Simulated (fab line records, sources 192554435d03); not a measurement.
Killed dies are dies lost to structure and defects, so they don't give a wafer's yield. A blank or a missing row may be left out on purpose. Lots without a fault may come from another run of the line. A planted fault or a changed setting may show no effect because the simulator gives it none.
Split-lot experiment | flow n5_finfet | 7 lots, 21 wafers read, on a route of 1938 steps

THE SPLIT
At N5_BEOL_M10_ILD_DEP_00 (deposits SiCOH lowk from DEMS/porogen, target thk 308.51 nm, time 58 s), the setting time_s was moved away from the recipe's 58 s on 5 of the 21 wafers read, by +7.5% to +11.3%. The other wafers ran this setting at the recipe's value.

FROM THE SPLIT TO THE READING: what the file shows between them, 1 step
- N5_BEOL_M10_CURE_71: cures SiCOH lowk, time 240 s

THE READING
M10_ILD_THK, in nm, at N5_BEOL_M10_THK_MEAS_01. Fault-free wafers of this fab line usually give 269 nm, standard deviation 3.3 nm.

wafer  | tool, chamber at the split | time_s as run, s | against the recipe | M10_ILD_THK, nm | against lot-mates on the recipe
L074.3 | pecvd-04, 2                | 64.24            | +10.8%             | 295             | +28
L074.5 | pecvd-04, 1                | 58               | recipe             | 267             | -
L074.6 | pecvd-04, 2                | 64.24            | +10.8%             | 300             | +33
L075.2 | pecvd-04, 0                | 62.34            | +7.5%              | 291             | +21
L075.4 | pecvd-04, 1                | 58               | recipe             | 270             | -
L075.6 | pecvd-04, 0                | 62.34            | +7.5%              | 290             | +20
L077.2 | pecvd-04, 0                | 58               | recipe             | 266             | -
L077.3 | pecvd-04, 1                | 58               | recipe             | 262             | -
L077.4 | pecvd-04, 2                | 58               | recipe             | 269             | -
L079.1 | pecvd-04, 0                | 58               | recipe             | 264             | -
L079.2 | pecvd-04, 2                | 58               | recipe             | 267             | -
L079.6 | pecvd-04, 0                | 58               | recipe             | 268             | -
L085.2 | pecvd-04, 2                | 58               | recipe             | 269             | -
L085.5 | pecvd-04, 2,0              | 58               | recipe             | 273             | -
L085.6 | pecvd-04, 2,0              | 58               | recipe             | 273             | -
L089.1 | pecvd-03, 1                | 58               | recipe             | 266             | -
L089.3 | pecvd-03, 0                | 58               | recipe             | 267             | -
L089.6 | pecvd-03, 0                | 64.55            | +11.3%             | 302             | +36
L097.1 | pecvd-04, 0                | 58               | recipe             | 268             | -
L097.2 | pecvd-04, 1                | 58               | recipe             | 266             | -
L097.4 | pecvd-04, 0                | 58               | recipe             | 272             | -
Where a row lists several chambers, the file gives one row for several wafers and doesn't say which wafer went through which chamber.

THE FIT
A straight line over all 21 wafers: M10_ILD_THK changes by +2.88 nm for each +1% of time_s; r = +0.97; the points scatter about the line by 2.9 nm.
The same after taking each lot's own level away (the mean of its wafers on the recipe; 21 wafers): +2.9 nm for each +1%; r = +0.99; scatter 2.1 nm.
On that fit, the largest move of time_s shifts the reading by 33 nm.
The lots' own levels span 265.7 to 271.7 nm, that is 1.8 times the standard deviation above.
So the lot-to-lot level changes the slope little: the two slopes agree.
Check: with one of the wafers moved furthest among these (+11.3%) left out of the fit, the line predicts +31.7 nm for it against its lot-mates. It came out at +35.5 nm against them.

OTHER SPLITS ON THESE WAFERS
These wafers also went through other splits before the reading. Each is held against what the fit with the lots' levels taken away leaves over:
other split on the same wafers   | wafers away from the commonest value | r with M10_ILD_THK (lot level and that fit taken away)
N5_BEOL_M8_DESCUM_16 time_s      | 7                                    | -0.09
N5_BEOL_M8_ETCH_62 bias_w        | 7                                    | -0.16
N5_BEOL_M9_COAT_60 spin_rpm      | 6                                    | +0.38
N5_BEOL_M9_CMP_52 down_force_psi | 7                                    | +0.14

THE WHOLE CHAIN: every reading that the file lists as answering this split, in the file's order
step                    | what it does                                                           | reading                                                                                   | change (the file's fit)              | r (the file's)
N5_BEOL_M10_ILD_DEP_00  | deposits SiCOH lowk from DEMS/porogen, target thk 308.51 nm, time 58 s | SiCOH_lowk_of_BEOL_M10_ILD_DEP_00.thk_nm (the simulator's own value, which no gauge read) | +3.26 nm for each +1% of the setting | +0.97
N5_BEOL_M10_CURE_71     | cures SiCOH lowk, time 240 s                                           | SiCOH_lowk_of_BEOL_M10_ILD_DEP_00.thk_nm (the simulator's own value, which no gauge read) | +2.89 nm for each +1% of the setting | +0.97
N5_BEOL_M10_THK_MEAS_01 |                                                                        | M10_ILD_THK                                                                               | +2.91 for each +1% of the setting    | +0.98

THE FILE'S OWN FIT
M10_ILD_THK changes by +2.91 nm for each +1% of time_s, r = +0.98.
